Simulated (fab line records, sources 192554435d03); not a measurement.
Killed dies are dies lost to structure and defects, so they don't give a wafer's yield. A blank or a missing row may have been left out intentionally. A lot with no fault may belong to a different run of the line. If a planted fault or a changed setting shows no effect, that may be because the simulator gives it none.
A single fault, viewed from 3 desks -- flow n5Finfet -- only its own numbers are on each desk; what lay behind them is given at the end

== TOOL OWNER'S DESK, lithoTrack-05 ==
The tool's own readings at N5_BEOL_M6_COAT_64 (time 60 s, resist thk 12 nm): means of the sampled wafers that have a number, for each lot that ran on this tool. Marked OUT: a lot whose mean sits more than 4 standard deviations from the usual mean, which makes it out of limits; the brackets give that distance.
Columns: A = heaterPowerTotalW at N5_BEOL_M6_COAT_64, usual 427.5 W; B = spinSpeedRpm at N5_BEOL_M6_COAT_64, usual 1499.9 rpm
lot,first seen here,A,B
L486,day 10 23:03,425.3,1498.6
L491,day 12 00:47,427.3,1462.8 (-39) OUT
L494,day 12 21:28,428.2,1462.8 (-39) OUT
This desk's verdict: out of limits on L491, L494, starting with L491 at day 12 00:47 (spinSpeedRpm at N5_BEOL_M6_COAT_64). Within limits: L486.

== THE DEFECT DESK ==
Lot by lot, what the route's inspections counted, given as the mean of those sampled wafers with a number. Marked OUT: a lot whose mean sits more than 4 standard deviations from the usual mean, which makes it out of limits; the brackets give that distance.
Columns: A = rawDefectCount at N5_BEOL_M6_INSPECT_13, usual 410; B = rawDefectCount at N5_BEOL_M6_INSPECT_30, usual 407
lot,first seen here,A,B
L479,day 8 19:38,580,527
L486,day 10 20:56,344,342
L491,day 11 23:08,370,352
L494,day 12 19:05,394,418
L495,day 13 00:20,559,574
L499,day 14 10:08,407,432
This desk found nothing out of limits on any of the 6 lots.

== AT THE METROLOGY DESK ==
What the gauges read for every lot (on any tool): the sampled wafers with a number, averaged. Marked OUT: a lot whose mean sits more than 4 standard deviations from the usual mean, which makes it out of limits; the brackets give that distance.
Columns: A = cdNm at N5_BEOL_M6_CD_MEAS_11, usual 38.2 nm; B = M6_OVL at N5_BEOL_M6_OVL_MEAS_12, usual 0.0 nm; C = cdNm at N5_BEOL_M6_CD_MEAS_18, usual 39.7 nm; D = cdNm at N5_BEOL_M6_CD_MEAS_28, usual 40.07 nm; E = V5_OVL at N5_BEOL_M6_OVL_MEAS_29, usual -0.4 nm
lot,first seen here,A,B,C,D,E
L479,day 8 19:35,37.5,-0.6,38.7,39.92,0.8
L486,day 10 20:53,37.4,0.3,39.1,39.85,-0.5
L491,day 11 23:05,38.3,0.1,39.5,40.04,-1.0
L494,day 12 19:02,38.5,-0.2,40.2,40.16,0.2
L495,day 13 00:17,38.2,-0.1,40.0,40.11,-2.4
L499,day 14 10:04,37.9,0.3,39.1,40.01,1.4
This desk found nothing out of limits on any of the 6 lots.

== PUT TOGETHER ==
The tool owner's desk could have raised an alarm at day 12 00:47, on L491, L494.
Nothing out of limits was seen by the defect desk.
Nothing out of limits was seen by the metrology desk.
The defect desk has L491, L494 on record, within its limits.
The metrology desk holds a record of L491, L494, inside its limits.
On lithoTrack-05, each named lot ran N5_BEOL_M6_COAT_64.

== WHAT WAS PUT IN BY THE SIMULATOR ==
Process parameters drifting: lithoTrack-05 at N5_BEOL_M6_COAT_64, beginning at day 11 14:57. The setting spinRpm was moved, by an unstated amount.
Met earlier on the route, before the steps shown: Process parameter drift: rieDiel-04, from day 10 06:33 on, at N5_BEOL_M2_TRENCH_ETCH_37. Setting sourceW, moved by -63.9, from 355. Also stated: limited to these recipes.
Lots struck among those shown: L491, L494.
Time in hours from fault onset to the first out-of-limits reading at each desk: the tool owner's desk, 10.
